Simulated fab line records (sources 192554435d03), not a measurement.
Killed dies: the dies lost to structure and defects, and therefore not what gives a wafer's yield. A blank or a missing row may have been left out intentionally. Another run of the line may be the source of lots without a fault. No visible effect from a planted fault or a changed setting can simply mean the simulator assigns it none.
Matching of chambers    flow n5 finfet    4 sister chambers for N5_DUMMY_GATE_ETCH_32 on rie si-06
The step etches SiO2 in CF4, target depth 3.5 nm, time 3.9 s. 4 wafers are shown with their chamber, then 8 later ones without.

EACH WAFER AND ITS CHAMBER
wafer   chamber  drypump motor current A (A)
L089.5  1        6.7
L091.1  2        5.8
L091.2  3        5.2
L091.6  0        6.6

WAFERS WITH NO CHAMBER GIVEN
wafer   drypump motor current A (A)
L092.2  5.3
L092.3  6.6
L094.2  5.3
L094.3  6.6
L094.5  6.6
L095.1  5.3
L095.3  6.6
L095.6  6.7

EACH ONE'S CHAMBER
wafer   from the rows above      in truth
L092.2  3                        3
L092.3  can't be placed: 0 or 1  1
L094.2  3                        3
L094.3  can't be placed: 0 or 1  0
L094.5  can't be placed: 0 or 1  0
L095.1  3                        3
L095.3  can't be placed: 0 or 1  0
L095.6  can't be placed: 1 or 0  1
3 of 8 placed correctly. From these rows, 5 cannot be placed; in 5 the true chamber is one of the candidates. Wrongly placed: 0.
How it was worked out, from the rows above alone: a wafer's distance from a chamber is the root of the sum, over the readings, of the square of ((its reading less the chamber's mean) divided by the reading's scatter). If the next closest chamber is less than 2 further off than the closest, the wafer can't be placed; otherwise it belongs to the closest. The mean given for a chamber averages the wafers shown for that chamber. The scatter: root of mean squared gap, hidden wafer to nearest shown wafer, with one shown wafer a chamber.
